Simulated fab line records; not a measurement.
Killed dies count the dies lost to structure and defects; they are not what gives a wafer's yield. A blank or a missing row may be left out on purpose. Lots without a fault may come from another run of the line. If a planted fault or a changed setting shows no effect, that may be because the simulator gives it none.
Which tool did it? | flow n5-finfet | 10 lots, 29 wafers sampled, at 7 steps of a route of 1938

## WHAT EACH GAUGE READ, for each wafer
N5_BEOL_M9_CD_MEAS_11 targets a cd of 64.1 nm.
lot  | measured     | on        | cd-nm (nm)
L324 | day 9 16:33  | cd-sem-02 | 64.3 64.5 64.3
L325 | day 10 00:19 | cd-sem-03 | 65.3 65.0 65.1
L328 | day 10 12:30 | cd-sem-01 | 60.3 61.8 61.0
L330 | day 11 11:27 | cd-sem-02 | 61.1 62.0
L336 | day 13 10:47 | cd-sem-01 | 64.2 63.9 64.4
L339 | day 13 12:45 | cd-sem-03 | 63.6 63.6 64.6
L342 | day 14 18:21 | cd-sem-03 | 63.0 63.3 64.6
L341 | day 14 18:53 | cd-sem-01 | 64.0 64.9 64.9
L344 | day 15 16:46 | cd-sem-01 | 64.2 64.6 64.4
L346 | day 15 21:29 | cd-sem-02 | 63.6 65.6 64.2

N5_BEOL_M9_INSPECT_13: inspects for defects (brightfield).
lot  | measured     | on                | raw-defect-count
L324 | day 9 16:36  | defect-inspect-01 | 341 470 414
L325 | day 10 00:22 | defect-inspect-02 | 311 324 299
L328 | day 10 12:34 | defect-inspect-01 | 490 520 521
L330 | day 11 11:30 | defect-inspect-01 | 415 430
L336 | day 13 10:50 | defect-inspect-01 | 300 390 366
L339 | day 13 12:48 | defect-inspect-02 | 460 434 482
L342 | day 14 18:25 | defect-inspect-01 | 407 384 353
L341 | day 14 18:56 | defect-inspect-02 | 287 340 364
L344 | day 15 16:49 | defect-inspect-01 | 439 389 415
L346 | day 15 21:33 | defect-inspect-01 | 439 384 335

N5_BEOL_M9_CD_MEAS_18: pitch 140 nm, target cd 70 nm.
lot  | measured     | on        | cd-nm (nm)
L324 | day 9 17:05  | cd-sem-02 | 70.7 70.3 70.7
L325 | day 10 00:52 | cd-sem-01 | 70.9 71.0 70.9
L328 | day 10 13:14 | cd-sem-01 | 67.0 67.2 66.2
L330 | day 11 12:01 | cd-sem-01 | 67.8 68.7
L336 | day 13 11:23 | cd-sem-02 | 69.5 70.0 69.5
L339 | day 13 13:17 | cd-sem-01 | 69.8 69.1 70.6
L342 | day 14 18:56 | cd-sem-03 | 68.3 68.3 71.4
L341 | day 14 19:31 | cd-sem-01 | 68.7 70.9 70.2
L344 | day 15 17:19 | cd-sem-01 | 70.1 70.1 70.6
L346 | day 15 22:08 | cd-sem-01 | 69.6 72.1 71.2

N5_BEOL_M9_CD_MEAS_35: target cd 70 nm, target cd y 40 nm.
lot  | measured     | on        | cd-nm (nm)
L324 | day 9 19:08  | cd-sem-03 | 70.5 70.2 70.1
L325 | day 10 03:41 | cd-sem-01 | 70.8 70.7 70.8
L328 | day 10 14:37 | cd-sem-03 | 67.4 67.4 66.5
L330 | day 11 13:11 | cd-sem-01 | 68.4 69.0
L336 | day 13 12:41 | cd-sem-03 | 69.4 70.2 69.6
L339 | day 13 14:52 | cd-sem-03 | 70.1 68.7 70.7
L342 | day 14 20:04 | cd-sem-03 | 68.8 68.6 71.2
L341 | day 14 22:33 | cd-sem-03 | 68.8 70.9 70.1
L344 | day 15 18:56 | cd-sem-03 | 70.4 69.9 70.7
L346 | day 16 03:18 | cd-sem-02 | 69.1 71.8 70.6

## TOOL THAT RAN EACH LOT (tool first, then ch and the chambers of the sampled wafers, then the start)
lot  | N5_BEOL_M8_ALD_77                   | N5_BEOL_M9_EXPOSE_08               | N5_BEOL_M9_ETCH_61
L324 | ald-metal-01 ch 0,1, day 9 11:54    | arfi-scanner-02 ch 0, day 9 16:25  | rie-diel-02 ch 0,2,3, day 9 16:40
L325 | ald-metal-03 ch 0,3, day 9 19:57    | arfi-scanner-02 ch 0, day 10 00:12 | rie-diel-06 ch 0,2,3, day 10 00:26
L328 | ald-metal-03 ch 0,2, day 10 08:32   | arfi-scanner-02 ch 0, day 10 12:23 | rie-diel-06 ch 0,2,3, day 10 12:41
L330 | ald-metal-01 ch 0, day 11 06:58     | arfi-scanner-02 ch 0, day 11 11:20 | rie-diel-04 ch 0, day 11 11:34
L336 | ald-metal-02 ch 0,1,3, day 13 07:05 | arfi-scanner-01 ch 0, day 13 10:40 | rie-diel-04 ch 0,1,2, day 13 10:55
L339 | ald-metal-02 ch 0,1,3, day 13 09:20 | arfi-scanner-01 ch 0, day 13 12:37 | rie-diel-02 ch 1,2,3, day 13 12:52
L342 | ald-metal-03 ch 0,1,3, day 14 14:01 | arfi-scanner-03 ch 0, day 14 18:14 | rie-diel-04 ch 0,1,2, day 14 18:29
L341 | ald-metal-01 ch 0,3, day 14 14:19   | arfi-scanner-03 ch 0, day 14 18:45 | rie-diel-04 ch 0,1,2, day 14 19:00
L344 | ald-metal-01 ch 2,3, day 15 12:37   | arfi-scanner-03 ch 0, day 15 16:40 | rie-diel-06 ch 0,1, day 15 16:53
L346 | ald-metal-03 ch 0,2,3, day 15 16:29 | arfi-scanner-01 ch 0, day 15 21:22 | rie-diel-04 ch 0,1,3, day 15 21:37
- N5_BEOL_M8_ALD_77: deposits TaN, target thk 2 nm, pulse time 2 s, purge time 3 s.
- N5_BEOL_M9_EXPOSE_08: exposes mask M9.
- N5_BEOL_M9_ETCH_61: etches SiARC in CF4, target depth 39 nm, time 65 s.

## WHAT THE TOOLS THEMSELVES READ (means of the sampled wafers that have a number; where no wafer has one, the mark that the record gives instead)
N5_BEOL_M8_ALD_77.
lot  | tool         | heater-power-w (W) | precursor-vessel-temp-c (C)
L324 | ald-metal-01 | 418                | 75.15
L325 | ald-metal-03 | 422                | 75.02
L328 | ald-metal-03 | 358                | 74.99
L330 | ald-metal-01 | 350                | 75.06
L336 | ald-metal-02 | 425                | 74.98
L339 | ald-metal-02 | 432                | 75.08
L342 | ald-metal-03 | 445                | 74.96
L341 | ald-metal-01 | 371                | 74.87
L344 | ald-metal-01 | 433                | 75.03
L346 | ald-metal-03 | 385                | 75.03

N5_BEOL_M9_EXPOSE_08.
lot  | tool            | exposure-dose-mJ-cm2
L324 | arfi-scanner-02 | 53.74
L325 | arfi-scanner-02 | 53.68
L328 | arfi-scanner-02 | 50.73
L330 | arfi-scanner-02 | 51.25
L336 | arfi-scanner-01 | 53.75
L339 | arfi-scanner-01 | 53.74
L342 | arfi-scanner-03 | 53.63
L341 | arfi-scanner-03 | 53.71
L344 | arfi-scanner-03 | 53.71
L346 | arfi-scanner-01 | 53.76

N5_BEOL_M9_ETCH_61.
lot  | tool        | drypump-motor-current-A (A) | etch-rf-on-time-s (s) | oes-product-au (a.u.) | rf-vpp-V (V) | showerhead-plenum-p-Torr (Torr) | throttle-valve-pct (%)
L324 | rie-diel-02 | 5.4                         | 64.3                  | 0.72                  | 184.2        | 2.16                            | 15.65
L325 | rie-diel-06 | 5.6                         | 64.2                  | 0.67                  | 185.4        | 2.21                            | 15.54
L328 | rie-diel-06 | 5.6                         | 64.5                  | 0.66                  | 185.3        | 2.20                            | 15.55
L330 | rie-diel-04 | 5.6                         | 69.2                  | 0.70                  | 183.1        | 2.10                            | 15.55
L336 | rie-diel-04 | 5.4                         | 67.5                  | 0.68                  | 182.7        | 2.08                            | 15.56
L339 | rie-diel-02 | 5.8                         | 63.8                  | 0.69                  | 183.8        | 2.15                            | 15.65
L342 | rie-diel-04 | 5.4                         | 67.3                  | 0.67                  | 183.1        | 2.08                            | 15.57
L341 | rie-diel-04 | 5.4                         | 67.8                  | 0.68                  | 183.7        | 2.08                            | 15.57
L344 | rie-diel-06 | 5.5                         | 62.4                  | 0.66                  | 183.8        | 2.12                            | 15.83
L346 | rie-diel-04 | 5.3                         | 66.9                  | 0.67                  | 183.7        | 2.13                            | 15.64

## THE ANSWER, worked out from the rows above alone
Rule: usual is defined by the lots themselves. Put in order of their means at a reading, lots are off if they are a third of the lots or fewer, leave a main group of 4 or more, and stand apart from it by a gap of 3 or more times the standard deviation of the main group's means; of several such gaps the widest counts. A main group is skipped when, at the precision printed for the reading in the tables above, its means are all equal. Also off: a lot with no number at a reading for which 4 or more lots have one. Any other lot the step has rows for is counted as sound. After the gauges, taken in route order, come the tools' own readings; for these a lot's mean is taken, as printed above. The first step at which some lot is off is used, and at that step the reading that is off furthest; a lot without a number counts as furthest.
Off: L328, L330 (N5_BEOL_M9_CD_MEAS_11, cd-nm). Mean 64.3 nm and standard deviation 0.42 in the main group.
A tool fits if, at a process step before that reading, it ran every lot that is off, and no sound lot after the first of them. The gauges at N5_BEOL_M9_CD_MEAS_11 aren't tried: what is off there is off at N5_BEOL_M9_EXPOSE_08 too, on other tools, and a gauge's error can't cause that. One candidate fits, namely arfi-scanner-02 at N5_BEOL_M9_EXPOSE_08. A fault onset in the window from L325 (day 10 00:12, its last sound lot) to L328 (day 10 12:23, its first lot off) fits.
On the lots that are off, the tool's own readings at N5_BEOL_M9_EXPOSE_08 differ by more than 5 times the standard deviation of the sound lots' means, which bears it out; exposure-dose-mJ-cm2 reads 50.99 there versus 53.72 on the sound lots.

## WHAT THE SIMULATOR PUT IN
Process parameters drifting: arfi-scanner-02 at N5_BEOL_M9_EXPOSE_08, beginning at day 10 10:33. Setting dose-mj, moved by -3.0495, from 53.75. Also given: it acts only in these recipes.
Shown lots that were struck: L328, L330. This agrees with what the rule above found.
